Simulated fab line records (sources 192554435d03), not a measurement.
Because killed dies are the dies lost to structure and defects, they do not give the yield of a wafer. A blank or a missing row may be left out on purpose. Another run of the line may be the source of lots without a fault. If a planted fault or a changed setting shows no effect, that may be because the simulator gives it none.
fab line records + flow n5-finfet
[record]
- lots = 11
- wafers = 32
- last-day = 20
route steps=1938 shown BEOL_M8@1398 BEOL_M9@1401 PASSIVATION@1936
lots untouched by any fault: they come from a run of this same line in which no faults occurred
start-h: start of the lot's first displayed wafer, in hours after the record's first day + wait-h: time in hours since the lot's previous step + " same as the row above + L1.1+2: one row covering several wafers at once + - either no value or no given start + * or withheld: withheld + < > ~ a bound
route shown NAME@n: NAME is a module with steps in the file, n the number in the route of the first one + usual: mean/standard deviation of fault-free wafers + same: alike in all rows + chamber/n: place in a boat + sites: the reading at each site + _std_site: standard deviation across them + _edge_site: the outer-site mean with the inner-site mean subtracted + radius-mm: for every site, how far away it sits from the centre of the wafer + mask NAME#n: copy n + behind: the tool/chamber that last shaped the wafer + hold: the reason the lot was held/the length of the hold in hours/how it ended + device: which transistor (n, p or np) failed to switch + end of line: tests of these same wafers at the route's end + for a step that has no rows: nothing shown but its recipe + killed: dies lost to structure and defects at the first sort, not the wafer's yield + map: per-die view of a wafer (x killed, . not killed, _ where there is no die)
set.NAME: the setting as run; set.NAME@STEP: as run at that earlier step + model.NAME: the simulator's own value behind a step, which no gauge read
steps of the route over a sample of lots; a table a step, a row a wafer
services: a tool's chamber out of use, with start hour (start-h, from the record's first day; less than 0 if before it), hours out, and reason
[[steps]]
[step N5_BEOL_M8_DEP_56]
[recipe]
- material = SiCN
- target-thk-a = 100
- temp-c = withheld
- precursor = 3MS/NH3
- pressure-torr = 3
- rf-w = 202
- time-s = 17.5
[usual]
- rf-fwd-power-W = 199.7/1
- showerhead-plenum-p-Torr = 3.657/0.012
- throttle-valve-pct = 8.9/0.39
[same]
- time-s = 17.5
| lot.wafer | tool     | chamber | start-h | wait-h | rf-fwd-power-W | showerhead-plenum-p-Torr | throttle-valve-pct |
|-----------|----------|---------|---------|--------|----------------|--------------------------|--------------------|
| L481.3    | pecvd-04 | 1       | 272.05  | 0.0    | 198.4          | 3.655                    | 8.9                |
| L481.4    | "        | 1       | "       | "      | 198.3          | 3.655                    | 8.8                |
| L481.6    | "        | 0       | "       | "      | 201.1          | 3.672                    | 9.4                |
| L482.1    | pecvd-03 | 0       | 279.13  | 0.0    | 200.4          | 3.663                    | 9.4                |
| L482.5    | "        | 0       | "       | "      | 200.6          | 3.673                    | 9.4                |
| L482.6    | "        | 2       | "       | "      | 200.7          | 3.636                    | 9.0                |
| L484.1    | pecvd-03 | 0       | 284.71  | 0.0    | 200.7          | 3.658                    | 9.1                |
| L484.2    | "        | 1       | "       | "      | 200.2          | 3.661                    | 8.8                |
| L484.4    | "        | 2       | "       | "      | 200.0          | 3.631                    | 8.9                |
| L485.4    | pecvd-04 | 0       | 297.45  | 0.0    | 202.2          | 3.657                    | 9.6                |
| L485.5    | "        | 2       | "       | "      | 200.2          | 3.657                    | 8.3                |
| L485.6    | "        | 1       | "       | "      | 198.2          | 3.656                    | 9.1                |
| L487.2    | pecvd-03 | 0       | 317.31  | 0.0    | 200.4          | 3.666                    | 9.6                |
| L487.6    | "        | 2       | "       | "      | 200.2          | 3.628                    | 8.9                |
| L488.4    | pecvd-01 | 0       | 334.27  | 0.0    | 199.5          | 3.667                    | 8.7                |
| L488.5    | "        | 1       | "       | "      | 199.3          | 3.668                    | 8.1                |
| L488.6    | "        | 2       | "       | "      | 199.9          | 3.643                    | 8.5                |
| L493.1    | pecvd-01 | 0       | 344.47  | 0.0    | 198.8          | 3.657                    | 8.6                |
| L493.2    | "        | 2       | "       | "      | 199.7          | 3.648                    | 8.6                |
| L493.3    | "        | 1       | "       | "      | 199.2          | 3.657                    | 8.4                |
| L492.3    | pecvd-01 | 1       | 390.96  | 0.0    | 198.0          | 3.665                    | 8.5                |
| L492.4    | "        | 2       | "       | "      | 201.0          | 3.641                    | 8.4                |
| L492.5    | "        | 0       | "       | "      | 198.9          | 3.654                    | 8.6                |
| L498.2    | pecvd-04 | 0       | 401.84  | 0.0    | 200.4          | 3.667                    | 9.6                |
| L498.5    | "        | 0       | "       | "      | 199.9          | 3.674                    | 9.2                |
| L498.6    | "        | 2       | "       | "      | 199.3          | 3.672                    | 8.4                |
| L503.3    | pecvd-04 | 0       | 411.94  | 0.0    | 201.1          | 3.664                    | 9.3                |
| L503.4    | "        | 1       | "       | "      | 198.1          | 3.648                    | 9.1                |
| L503.6    | "        | 2       | "       | "      | 200.4          | 3.663                    | 8.5                |
| L502.3    | pecvd-01 | 1       | 414.02  | 0.0    | 198.7          | 3.674                    | 8.5                |
| L502.4    | "        | 2       | "       | "      | 199.4          | 3.630                    | 8.7                |
| L502.5    | "        | 0       | "       | "      | 198.1          | 3.665                    | 8.6                |
[step N5_BEOL_M8_RS_MEAS_57]
[recipe]
- thk-meas-gauge = four-point-probe
- reads = Cu_of_BEOL_M8_ECD_50+Co_of_BEOL_M8_CVD_78+TaN_of_BEOL_M8_ALD_77
[usual]
- M8_RS = 0.286/0.0084
| lot.wafer | tool          | chamber | start-h | wait-h | M8_RS[ohm/sq] |
|-----------|---------------|---------|---------|--------|---------------|
| L481.3    | film-metro-01 | -       | 272.12  | 0.1    | 0.285         |
| L481.4    | "             | -       | "       | "      | 0.283         |
| L481.6    | "             | -       | "       | "      | 0.270         |
| L482.1    | film-metro-01 | -       | 279.20  | 0.1    | 0.297         |
| L482.5    | "             | -       | "       | "      | 0.279         |
| L482.6    | "             | -       | "       | "      | 0.289         |
| L484.1    | film-metro-01 | -       | 284.78  | 0.1    | 0.300         |
| L484.2    | "             | -       | "       | "      | 0.302         |
| L484.4    | "             | -       | "       | "      | 0.284         |
| L485.4    | film-metro-01 | -       | 297.50  | 0.0    | 0.288         |
| L485.5    | "             | -       | "       | "      | 0.290         |
| L485.6    | "             | -       | "       | "      | 0.299         |
| L487.2    | film-metro-02 | -       | 317.38  | 0.1    | 0.292         |
| L487.6    | "             | -       | "       | "      | 0.298         |
| L488.4    | film-metro-01 | -       | 334.33  | 0.0    | 0.283         |
| L488.5    | "             | -       | "       | "      | 0.270         |
| L488.6    | "             | -       | "       | "      | 0.283         |
| L493.1    | film-metro-02 | -       | 344.54  | 0.1    | 0.280         |
| L493.2    | "             | -       | "       | "      | 0.281         |
| L493.3    | "             | -       | "       | "      | 0.282         |
| L492.3    | film-metro-02 | -       | 391.03  | 0.1    | 0.279         |
| L492.4    | "             | -       | "       | "      | 0.267         |
| L492.5    | "             | -       | "       | "      | 0.281         |
| L498.2    | film-metro-02 | -       | 401.91  | 0.1    | 0.289         |
| L498.5    | "             | -       | "       | "      | 0.291         |
| L498.6    | "             | -       | "       | "      | 0.279         |
| L503.3    | film-metro-02 | -       | 412.01  | 0.1    | 0.271         |
| L503.4    | "             | -       | "       | "      | 0.294         |
| L503.6    | "             | -       | "       | "      | 0.284         |
| L502.3    | film-metro-02 | -       | 414.09  | 0.1    | 0.279         |
| L502.4    | "             | -       | "       | "      | 0.296         |
| L502.5    | "             | -       | "       | "      | 0.280         |
[step N5_BEOL_M9_ILD_DEP_00]
[recipe]
- material = SiCOH_lowk
- target-thk-a = 3085.1
- temp-c = 300
- precursor = DEMS/porogen
- pressure-torr = 5
- rf-w = 500
- time-s = 58
[usual]
- heater-power-w = 366/46
- rf-fwd-power-W = 496.6/2
- showerhead-plenum-p-Torr = 5.735/0.018
- throttle-valve-pct = 13.6/0.54
[same]
- time-s = 58
| lot.wafer | tool     | chamber | start-h | wait-h | heater-power-w | rf-fwd-power-W | showerhead-plenum-p-Torr | throttle-valve-pct |
|-----------|----------|---------|---------|--------|----------------|----------------|--------------------------|--------------------|
| L481.3    | pecvd-03 | 0       | 272.18  | 0.0    | 450            | 492.8          | 5.744                    | 14.2               |
| L481.4    | "        | 2       | "       | "      | 338            | 498.2          | 5.703                    | 13.8               |
| L481.6    | "        | 0       | "       | "      | 349            | 493.8          | 5.736                    | 14.3               |
| L482.1    | pecvd-03 | 0       | 279.26  | 0.0    | 429            | 497.2          | 5.741                    | 14.2               |
| L482.5    | "        | 2       | "       | "      | 344            | 495.8          | 5.685                    | 13.8               |
| L482.6    | "        | 1       | "       | "      | 376            | 494.7          | 5.750                    | 13.7               |
| L484.1    | pecvd-02 | 2       | 284.84  | 0.0    | 366            | 496.1          | 5.753                    | 12.7               |
| L484.2    | "        | 1       | "       | "      | 434            | 498.4          | 5.741                    | 13.6               |
| L484.4    | "        | 2       | "       | "      | 371            | 495.2          | 5.765                    | 12.7               |
| L485.4    | pecvd-02 | 1       | 297.59  | 0.1    | 438            | 497.9          | 5.749                    | 13.8               |
| L485.5    | "        | 0       | "       | "      | 288            | 499.1          | 5.728                    | 12.7               |
| L485.6    | "        | 2       | "       | "      | 371            | 495.9          | 5.752                    | 12.8               |
| L487.2    | pecvd-02 | 0       | 317.44  | 0.0    | 320            | 498.1          | 5.727                    | 13.0               |
| L487.6    | "        | 0       | "       | "      | 323            | 496.1          | 5.738                    | 12.9               |
| L488.4    | pecvd-02 | 0       | 334.41  | 0.1    | 289            | 494.3          | 5.735                    | 13.0               |
| L488.5    | "        | 1       | "       | "      | 426            | 497.6          | 5.740                    | 13.6               |
| L488.6    | "        | 2       | "       | "      | 312            | 496.6          | 5.763                    | 12.8               |
| L493.1    | pecvd-03 | 1       | 344.60  | 0.0    | 382            | 496.9          | 5.722                    | 13.8               |
| L493.2    | "        | 2       | "       | "      | 310            | 501.7          | 5.710                    | 13.9               |
| L493.3    | "        | 0       | "       | "      | 433            | 498.4          | 5.742                    | 14.2               |
| L492.3    | pecvd-03 | 0       | 391.12  | 0.1    | 373            | 499.0          | 5.726                    | 14.1               |
| L492.4    | "        | 2       | "       | "      | 291            | 495.3          | 5.706                    | 13.8               |
| L492.5    | "        | 2       | "       | "      | 309            | 495.9          | 5.717                    | 13.5               |
| L498.2    | pecvd-04 | 2       | 401.97  | 0.0    | 317            | 496.2          | 5.725                    | 12.9               |
| L498.5    | "        | 1       | "       | "      | 438            | 495.4          | 5.735                    | 13.8               |
| L498.6    | "        | 0       | "       | "      | 357            | 497.2          | 5.741                    | 14.3               |
| L503.3    | pecvd-02 | 2       | 412.07  | 0.0    | 377            | 498.2          | 5.754                    | 12.8               |
| L503.4    | "        | 2       | "       | "      | 369            | 497.8          | 5.756                    | 13.0               |
| L503.6    | "        | 1       | "       | "      | 384            | 496.3          | 5.732                    | 13.3               |
| L502.3    | pecvd-04 | 1       | 414.15  | 0.0    | 417            | 495.7          | 5.726                    | 13.7               |
| L502.4    | "        | 0       | "       | "      | 360            | 499.4          | 5.740                    | 14.2               |
| L502.5    | "        | 2       | "       | "      | 287            | 494.2          | 5.735                    | 13.1               |
[step N5_BEOL_M9_HM_DEP_02]
[recipe]
- material = TiN
- target-thk-a = 200
- temp-c = 25
- chamber-pressure-pa = 0.49996
[usual]
- throttle-valve-pct = 29.8/0.92
| lot.wafer | tool           | chamber | start-h | wait-h | throttle-valve-pct |
|-----------|----------------|---------|---------|--------|--------------------|
| L481.3    | pvd-sputter-03 | -       | 273.35  | 0.0    | 30.1               |
| L481.4    | "              | -       | "       | "      | 30.5               |
| L481.6    | "              | -       | "       | "      | 30.6               |
| L482.1    | pvd-sputter-02 | -       | 282.04  | 1.9    | 29.3               |
| L482.5    | "              | -       | "       | "      | 30.4               |
| L482.6    | "              | -       | "       | "      | 30.7               |
| L484.1    | pvd-sputter-01 | -       | 285.57  | 0.1    | 28.6               |
| L484.2    | "              | -       | "       | "      | 31.2               |
| L484.4    | "              | -       | "       | "      | 29.4               |
| L485.4    | pvd-sputter-03 | -       | 298.52  | 0.3    | 30.6               |
| L485.5    | "              | -       | "       | "      | 31.0               |
| L485.6    | "              | -       | "       | "      | 30.0               |
| L487.2    | pvd-sputter-02 | -       | 318.91  | 0.8    | 30.6               |
| L487.6    | "              | -       | "       | "      | 29.2               |
| L488.4    | pvd-sputter-01 | -       | 335.13  | 0.1    | 29.7               |
| L488.5    | "              | -       | "       | "      | 28.7               |
| L488.6    | "              | -       | "       | "      | 28.8               |
| L493.1    | pvd-sputter-01 | -       | 346.66  | 1.4    | 29.1               |
| L493.2    | "              | -       | "       | "      | 28.4               |
| L493.3    | "              | -       | "       | "      | 29.6               |
| L492.3    | pvd-sputter-01 | -       | 391.98  | 0.2    | 28.6               |
| L492.4    | "              | -       | "       | "      | 29.7               |
| L492.5    | "              | -       | "       | "      | 28.8               |
| L498.2    | pvd-sputter-03 | -       | 404.23  | 1.5    | 30.6               |
| L498.5    | "              | -       | "       | "      | 30.1               |
| L498.6    | "              | -       | "       | "      | 30.9               |
| L503.3    | pvd-sputter-03 | -       | 413.96  | 0.9    | 28.3               |
| L503.4    | "              | -       | "       | "      | 30.8               |
| L503.6    | "              | -       | "       | "      | 28.4               |
| L502.3    | pvd-sputter-03 | -       | 415.30  | 0.5    | 31.0               |
| L502.4    | "              | -       | "       | "      | 28.6               |
| L502.5    | "              | -       | "       | "      | 30.4               |
[step N5_BEOL_M9_INSPECT_13]
[recipe]
- mode = adi
- inspect-instrument = brightfield
[usual]
- raw-defect-count = 366/81
| lot.wafer | tool              | chamber | start-h | wait-h | raw-defect-count |
|-----------|-------------------|---------|---------|--------|------------------|
| L481.3    | defect-inspect-01 | -       | 273.79  | 0.0    | 293              |
| L481.4    | "                 | -       | "       | "      | 394              |
| L481.6    | "                 | -       | "       | "      | 270              |
| L482.1    | defect-inspect-01 | -       | 282.46  | 0.0    | 464              |
| L482.5    | "                 | -       | "       | "      | 383              |
| L482.6    | "                 | -       | "       | "      | 262              |
| L484.1    | defect-inspect-02 | -       | 286.13  | 0.0    | 480              |
| L484.2    | "                 | -       | "       | "      | 417              |
| L484.4    | "                 | -       | "       | "      | 360              |
| L485.4    | defect-inspect-02 | -       | 298.95  | 0.0    | 413              |
| L485.5    | "                 | -       | "       | "      | 307              |
| L485.6    | "                 | -       | "       | "      | 343              |
| L487.2    | defect-inspect-02 | -       | 319.46  | 0.0    | 381              |
| L487.6    | "                 | -       | "       | "      | 246              |
| L488.4    | defect-inspect-02 | -       | 335.63  | 0.0    | 403              |
| L488.5    | "                 | -       | "       | "      | 350              |
| L488.6    | "                 | -       | "       | "      | 529              |
| L493.1    | defect-inspect-02 | -       | 347.21  | 0.0    | 264              |
| L493.2    | "                 | -       | "       | "      | 356              |
| L493.3    | "                 | -       | "       | "      | 946              |
| L492.3    | defect-inspect-02 | -       | 392.54  | 0.0    | 1058             |
| L492.4    | "                 | -       | "       | "      | 385              |
| L492.5    | "                 | -       | "       | "      | 385              |
| L498.2    | defect-inspect-01 | -       | 404.67  | 0.0    | 285              |
| L498.5    | "                 | -       | "       | "      | 307              |
| L498.6    | "                 | -       | "       | "      | 419              |
| L503.3    | defect-inspect-01 | -       | 414.39  | 0.0    | 316              |
| L503.4    | "                 | -       | "       | "      | 318              |
| L503.6    | "                 | -       | "       | "      | 288              |
| L502.3    | defect-inspect-02 | -       | 415.85  | 0.0    | 388              |
| L502.4    | "                 | -       | "       | "      | 341              |
| L502.5    | "                 | -       | "       | "      | 343              |
[step N5_PASSIVATION_PROBE_49]
[usual]
- defect-limited-yield = 91.2/1.6
- killed_at_M0_to_M3 = 33/11
- killed_at_M4_up = 14/5
- killed-at-contacts = 12/5.8
- killed-at-front-end = 41/12
- killed-at-other = 3.5/2.9
- killed-dies = 104/19
- killed-on-rim = 13/4.2
- killed-open = 68/14
- killed-short = 34/8.8
- sort_bin_4_leakage = 0.00/0.017
- sort_bin_5_function = 5.2/1.1
- sort_bin_6_memory = 3.2/0.71
- sort_bin_8_speed = 0.00/0.0071
- sort-n-pass = 1076/19
- sort-yield-pct = 91.2/1.6
[same]
- gross-dies = 1180
- killed-at-back-side = 0
| lot.wafer | tool      | chamber | start-h | wait-h | defect-limited-yield[%] | killed_at_M0_to_M3 | killed_at_M4_up | killed-at-contacts | killed-at-front-end | killed-at-other | killed-dies | killed-on-rim | killed-open | killed-short | sort_bin_4_leakage[%] | sort_bin_5_function[%] | sort_bin_6_memory[%] | sort_bin_8_speed[%] | sort-n-pass | sort-yield-pct[%] |
|-----------|-----------|---------|---------|--------|-------------------------|--------------------|-----------------|--------------------|---------------------|-----------------|-------------|---------------|-------------|--------------|-----------------------|------------------------|----------------------|---------------------|-------------|-------------------|
| L481.3    | prober-01 | -       | 342.13  | 0.1    | 94.1                    | 29                 | 10              | 8                  | 19                  | 4               | 70          | 12            | 51          | 19           | 0                     | 3.2                    | 2.7                  | 0                   | 1110        | 94.1              |
| L481.4    | prober-01 | -       | 342.18  | 0.2    | 91.5                    | 48                 | 13              | 2                  | 33                  | 4               | 100         | 7             | 60          | 39           | 0                     | 4.5                    | 3.6                  | 0                   | 1080        | 91.5              |
| L481.6    | prober-01 | -       | 342.28  | 0.3    | 92.2                    | 49                 | 8               | 7                  | 25                  | 3               | 92          | 15            | 58          | 30           | 0                     | 4.2                    | 2.9                  | 0                   | 1088        | 92.2              |
| L484.1    | prober-02 | -       | 350.63  | 0.0    | 91.7                    | 23                 | 11              | 7                  | 57                  | 0               | 98          | 11            | 58          | 38           | 0                     | 5.2                    | 2.5                  | 0                   | 1082        | 91.7              |
| L484.2    | prober-02 | -       | 350.68  | 0.1    | 90.9                    | 35                 | 9               | 10                 | 52                  | 1               | 107         | 19            | 59          | 45           | 0                     | 5.5                    | 3.2                  | 0                   | 1073        | 90.9              |
| L484.4    | prober-02 | -       | 350.78  | 0.2    | 89.7                    | 37                 | 29              | 16                 | 40                  | 0               | 122         | 19            | 75          | 37           | 0                     | 5.6                    | 3.8                  | 0                   | 1058        | 89.7              |
| L487.2    | prober-02 | -       | 385.76  | 0.1    | 91.9                    | 31                 | 11              | 18                 | 35                  | 1               | 96          | 15            | 68          | 28           | 0                     | 4.5                    | 3.5                  | 0                   | 1084        | 91.9              |
| L487.6    | prober-02 | -       | 385.96  | 0.3    | 92.7                    | 20                 | 8               | 8                  | 46                  | 4               | 86          | 14            | 63          | 22           | 0                     | 4.2                    | 3.0                  | 0                   | 1094        | 92.7              |
| L493.1    | prober-01 | -       | 416.18  | 0.0    | 87.4                    | 32                 | 12              | 24                 | 69                  | 12              | 149         | 19            | 90          | 59           | 0                     | 7.4                    | 4.7                  | 0                   | 1031        | 87.4              |
| L493.2    | prober-01 | -       | 416.23  | 0.1    | 90.2                    | 43                 | 6               | 23                 | 37                  | 7               | 116         | 13            | 70          | 42           | 0                     | 5.2                    | 4.2                  | 0                   | 1064        | 90.2              |
| L493.3    | prober-01 | -       | 416.28  | 0.1    | 79.4                    | 45                 | 120             | 16                 | 51                  | 11              | 243         | 30            | 84          | 50           | 0                     | 13.2                   | 5.1                  | 0                   | 937         | 79.4              |
| L492.3    | prober-02 | -       | 456.86  | 0.1    | 83.7                    | 15                 | 124             | 3                  | 46                  | 4               | 192         | 26            | 56          | 24           | 0                     | 10.8                   | 3.6                  | 0                   | 988         | 83.7              |
| L492.4    | prober-02 | -       | 456.91  | 0.2    | 91.9                    | 17                 | 24              | 14                 | 39                  | 1               | 95          | 18            | 62          | 33           | 0                     | 5.0                    | 2.6                  | 0                   | 1085        | 91.9              |
| L492.5    | prober-02 | -       | 456.96  | 0.2    | 93.3                    | 16                 | 15              | 8                  | 36                  | 4               | 79          | 9             | 48          | 27           | 0                     | 3.6                    | 2.5                  | 0                   | 1101        | 93.3              |
// killed by level:class
L481.3 STI_FIN_REVEAL:geometric-particle:open=10 BEOL_M2:geometric-particle:open=8 BEOL_M0_SAQP:geometric-particle:short=7 BEOL_M1:geometric-particle:open=7 MOL_CONTACT_COAG:geometric-particle:open=6 BEOL_M4:geometric-particle:open=4 BEOL_M3:geometric-particle:open=3 DUMMY_GATE:geometric-particle:open=3
L481.4 BEOL_M1:geometric-particle:open=11 FIN_SAQP:geometric-particle:open=10 BEOL_M0_SAQP:geometric-particle:short=10 BEOL_M0_SAQP:geometric-particle:open=8 FIN_SAQP:geometric-particle:short=7 BEOL_M1:geometric-particle:short=6 STARTING-WAFER:geometric-particle:open=5 STARTING-WAFER:geometric-particle:short=4
L481.6 BEOL_M2:geometric-particle:open=15 BEOL_M0_SAQP:geometric-particle:open=10 BEOL_M0_SAQP:geometric-particle:short=8 FIN_SAQP:geometric-particle:open=7 BEOL_M1:geometric-particle:open=5 STI_FIN_REVEAL:geometric-particle:short=4 MOL_CONTACT_COAG:geometric-particle:open=4 BEOL_M4:geometric-particle:open=4
L484.1 FIN_SAQP:geometric-particle:short=15 FIN_SAQP:geometric-particle:open=11 GATE_CUT:geometric-particle:short=6 BEOL_M2:geometric-particle:open=6 STI_FIN_REVEAL:geometric-particle:open=5 MOL_CONTACT_COAG:geometric-particle:open=5 STARTING-WAFER:geometric-particle:short=5 BEOL_M0_SAQP:geometric-particle:open=4
L484.2 FIN_SAQP:geometric-particle:short=20 FIN_SAQP:geometric-particle:open=11 MOL_CONTACT_COAG:geometric-particle:open=9 BEOL_M0_SAQP:geometric-particle:short=8 BEOL_M0:geometric-particle:open=6 BEOL_M0_SAQP:geometric-particle:open=6 STI_FIN_REVEAL:geometric-particle:open=4 BEOL_M3:geometric-particle:open=4
L484.4 BEOL_M4:geometric-particle:open=17 MOL_CONTACT_COAG:geometric-particle:open=11 BEOL_M2:geometric-particle:open=11 FIN_SAQP:geometric-particle:short=8 HKMG_FIN:area-etch=7 BEOL_M1:geometric-particle:open=6 BEOL_M3:geometric-particle:open=6 DUMMY_GATE:geometric-particle:open=5
L487.2 MOL_CONTACT_COAG:geometric-particle:open=13 BEOL_M3:geometric-particle:open=9 FIN_SAQP:geometric-particle:open=6 BEOL_M1:geometric-particle:open=6 STI_FIN_REVEAL:geometric-particle:open=5 DUMMY_GATE:geometric-particle:open=5 MOL_CONTACT_COAG:geometric-particle:short=5 BEOL_M0:geometric-particle:open=5
L487.6 FIN_SAQP:geometric-particle:open=17 GATE_CUT:geometric-particle:short=9 MOL_CONTACT_COAG:geometric-particle:open=7 STI_FIN_REVEAL:geometric-particle:open=6 BEOL_M0_SAQP:geometric-particle:short=5 BEOL_M2:geometric-particle:open=5 ILD0:geometric-particle:open=4 BEOL_M4:geometric-particle:open=4
L493.1 MOL_CONTACT_COAG:geometric-particle:open=22 FIN_SAQP:geometric-particle:short=17 FIN_SAQP:geometric-particle:open=10 GATE_CUT:geometric-particle:short=10 BEOL_M0_SAQP:geometric-particle:short=9 GATE_CUT:geometric-particle:open=8 BEOL_M3:geometric-particle:open=8 DUMMY_GATE:geometric-particle:open=7
L493.2 MOL_CONTACT_COAG:geometric-particle:open=17 BEOL_M0_SAQP:geometric-particle:short=17 BEOL_M0_SAQP:geometric-particle:open=14 FIN_SAQP:geometric-particle:short=7 DUMMY_GATE:geometric-particle:open=6 MOL_CONTACT_COAG:geometric-particle:short=6 MIM_TOP_ETCH:geometric-particle:open=5 GATE_CUT:geometric-particle:short=4
L493.3 BEOL_M9:unspecified=109 MOL_CONTACT_COAG:geometric-particle:open=15 FIN_SAQP:geometric-particle:open=13 BEOL_M0_SAQP:geometric-particle:short=13 FIN_SAQP:geometric-particle:short=12 BEOL_M3:geometric-particle:open=9 BEOL_M0_SAQP:geometric-particle:open=8 GATE_CUT:geometric-particle:short=7
L492.3 BEOL_M9:unspecified=110 STI_FIN_REVEAL:geometric-particle:open=15 BEOL_M4:geometric-particle:open=7 DUMMY_GATE:geometric-particle:open=6 BEOL_M0_SAQP:geometric-particle:open=6 GATE_CUT:geometric-particle:short=5 STI_FIN_REVEAL:geometric-particle:short=4 BEOL_M3:geometric-particle:open=4
L492.4 BEOL_M4:geometric-particle:open=10 MOL_CONTACT_COAG:geometric-particle:open=10 FIN_SAQP:geometric-particle:open=9 BEOL_M0_SAQP:geometric-particle:short=7 STI_FIN_REVEAL:geometric-particle:open=6 GATE_CUT:geometric-particle:short=5 FIN_SAQP:geometric-particle:short=4 MOL_CONTACT_COAG:geometric-particle:short=4
L492.5 STI_FIN_REVEAL:geometric-particle:open=10 BEOL_M4:geometric-particle:open=7 GATE_CUT:geometric-particle:short=6 MOL_CONTACT_COAG:geometric-particle:open=6 BEOL_M0_SAQP:geometric-particle:short=6 BEOL_M0_SAQP:geometric-particle:open=5 BEOL_M6:geometric-particle:open=5 FIN_SAQP:geometric-particle:short=4
[[services]]
| tool           | chamber | start-h | hours | kind                          |
|----------------|---------|---------|-------|-------------------------------|
| pvd-sputter-02 | -       | 257.78  | 8.9   | repair                        |
| pecvd-02       | -       | 257.78  | 1.3   | repair                        |
| pecvd-01       | 1       | 262.74  | 5.6   | repair                        |
| pecvd-01       | -       | 270.69  | 1.4   | repair                        |
| pecvd-03       | 2       | 289.21  | 5.5   | scheduled-down                |
| pecvd-03       | -       | 289.91  | 1.7   | repair                        |
| pecvd-02       | -       | 311.91  | 1.3   | repair                        |
| pecvd-01       | -       | 316.05  | 2.9   | repair                        |
| pvd-sputter-02 | -       | 325.03  | 0.5   | repair                        |
| pecvd-04       | 1       | 327.29  | 5.7   | repair                        |
| pecvd-03       | 0       | 336.98  | 2.1   | scheduled-down                |
| pvd-sputter-02 | -       | 345.96  | 8.9   | repair                        |
| pecvd-04       | 0       | 347.88  | 5.5   | scheduled-down                |
| pecvd-03       | -       | 352.76  | 14.6  | pm                            |
| pecvd-04       | 2       | 366.64  | 20.6  | repair                        |
| pecvd-04       | 1       | 374.85  | 5.5   | scheduled-down                |
| pecvd-03       | 1       | 383.62  | -     | clean                         |
| pecvd-03       | 1       | 383.62  | -     | consumable-replace:showerhead |
| pecvd-03       | 1       | 383.62  | 29.0  | scheduled-down                |
| pecvd-03       | 1       | 383.62  | 29.0  | vent-cycle                    |
| pecvd-02       | -       | 383.77  | 14.6  | pm                            |
| pecvd-04       | 2       | 387.26  | 2.1   | scheduled-down                |
| pvd-sputter-03 | -       | 388.30  | 6.5   | repair                        |
| pecvd-04       | 2       | 415.11  | 3.3   | repair                        |
[[key]]
[first-sign]
- step = N5_BEOL_M9_INSPECT_13
- reading = raw-defect-count
- direction = up
- sigmas = 7.9
- usual = 366
- struck = 1002
[effect]
- step = N5_PASSIVATION_PROBE_49
- reading = killed_at_M4_up
- direction = up
- sigmas = 22
- usual = 14
- struck = 122
[more-kills-born-at]
- N5_BEOL_M9_ILD_DEP_00@pecvd-03 = 219
met-at N5_BEOL_M9_ILD_DEP_00
struck-lots L492,L493
struck-wafers L492.3,L493.3
not-acting-at N5_BEOL_M8_DEP_56,N5_BEOL_M8_RS_MEAS_57,N5_BEOL_M9_HM_DEP_02
onset-between 279.26 344.60
[fault]
- kind = chamber-particle-source
- tool = pecvd-03
- chamber = 0
- onset-h = 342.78
- steps = N5_BEOL_M9_ILD_DEP_00
- rate-per-visit-cm2 = 0.89955
- end-h = 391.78
